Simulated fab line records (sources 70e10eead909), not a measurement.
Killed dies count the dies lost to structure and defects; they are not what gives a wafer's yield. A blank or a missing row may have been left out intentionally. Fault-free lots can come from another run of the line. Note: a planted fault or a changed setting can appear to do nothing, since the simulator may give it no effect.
Which tool is to blame? / flow nand harc / 30 wafers from 10 lots sampled at 2 of the route's 1159 steps

WHAT THE GAUGES READ, wafer by wafer
NHARC_A_CHANNEL_HOLE_D1_CD_MEAS_10: target cd 100 nm.
lot=L862; measured=day 8 19:16; on=cd sem-03; cd nm (nm)=100.1 100.2 100.7
lot=L865; measured=day 9 04:28; on=cd sem-01; cd nm (nm)=100.1 100.3 100.2
lot=L869; measured=day 9 23:49; on=cd sem-01; cd nm (nm)=100.2 99.9 100.1
lot=L870; measured=day 10 14:17; on=cd sem-03; cd nm (nm)=99.9 100.3 99.8
lot=L872; measured=day 11 00:26; on=cd sem-01; cd nm (nm)=100.5 100.0 99.9
lot=L876; measured=day 12 04:34; on=cd sem-01; cd nm (nm)=101.1 100.7 100.1
lot=L875; measured=day 12 05:14; on=cd sem-01; cd nm (nm)=107.1 101.1 100.3
lot=L879; measured=day 12 18:41; on=cd sem-01; cd nm (nm)=107.0 100.8 100.1
lot=L884; measured=day 13 14:10; on=cd sem-01; cd nm (nm)=99.6 98.9 99.4
lot=L883; measured=day 13 15:12; on=cd sem-01; cd nm (nm)=99.6 105.8 100.1

TOOL THAT RAN EACH LOT (tool first, then ch and the chambers of the sampled wafers, then the start)
lot=L862; NHARC_A_CHANNEL_HOLE_D1_PEB_08=litho track-04 ch 0, day 8 19:11
lot=L865; NHARC_A_CHANNEL_HOLE_D1_PEB_08=litho track-06 ch 0, day 9 04:23
lot=L869; NHARC_A_CHANNEL_HOLE_D1_PEB_08=litho track-04 ch 0, day 9 23:44
lot=L870; NHARC_A_CHANNEL_HOLE_D1_PEB_08=litho track-06 ch 0, day 10 14:12
lot=L872; NHARC_A_CHANNEL_HOLE_D1_PEB_08=litho track-04 ch 0, day 11 00:22
lot=L876; NHARC_A_CHANNEL_HOLE_D1_PEB_08=litho track-06 ch 0, day 12 04:29
lot=L875; NHARC_A_CHANNEL_HOLE_D1_PEB_08=litho track-06 ch 0, day 12 05:10
lot=L879; NHARC_A_CHANNEL_HOLE_D1_PEB_08=litho track-06 ch 0, day 12 18:36
lot=L884; NHARC_A_CHANNEL_HOLE_D1_PEB_08=litho track-01 ch 0, day 13 14:05
lot=L883; NHARC_A_CHANNEL_HOLE_D1_PEB_08=litho track-06 ch 0, day 13 15:07
- NHARC_A_CHANNEL_HOLE_D1_PEB_08: peb time 65 s.

THE ANSWER, worked out from the rows above alone
Rule: the usual values come from the lots themselves. The widest of any qualifying gaps counts: lots, ordered by their means at a reading, are off when they make up no more than a third of the lots, leave a main group of 4 or more, and stand apart from it by 3 or more times the standard deviation of that group's means. A main group whose means are all the same, to the digits that the tables above print for the reading, isn't used. A lot without any number at a reading at which 4 lots or more have one is off too. All remaining lots with rows at the step are treated as sound.
Off at NHARC_A_CHANNEL_HOLE_D1_CD_MEAS_10 (cd nm): L875, L879, L883. The main group: mean 100.1 nm, standard deviation 0.38.
A tool fits if, at a process step before that reading, it ran every lot that is off, and no sound lot after the first of them. Those tools and the gauges at NHARC_A_CHANNEL_HOLE_D1_CD_MEAS_10 are tried in the same way. One candidate fits, namely litho track-06 at NHARC_A_CHANNEL_HOLE_D1_PEB_08. A fault onset in the window from L876 (day 12 04:29, its last sound lot) to L875 (day 12 05:10, its first lot off) fits.

WHAT HAD BEEN PUT IN BY THE SIMULATOR
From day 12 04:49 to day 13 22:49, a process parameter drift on litho track-06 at NHARC_A_CHANNEL_HOLE_D1_PEB_08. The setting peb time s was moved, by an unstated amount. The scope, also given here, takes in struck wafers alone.
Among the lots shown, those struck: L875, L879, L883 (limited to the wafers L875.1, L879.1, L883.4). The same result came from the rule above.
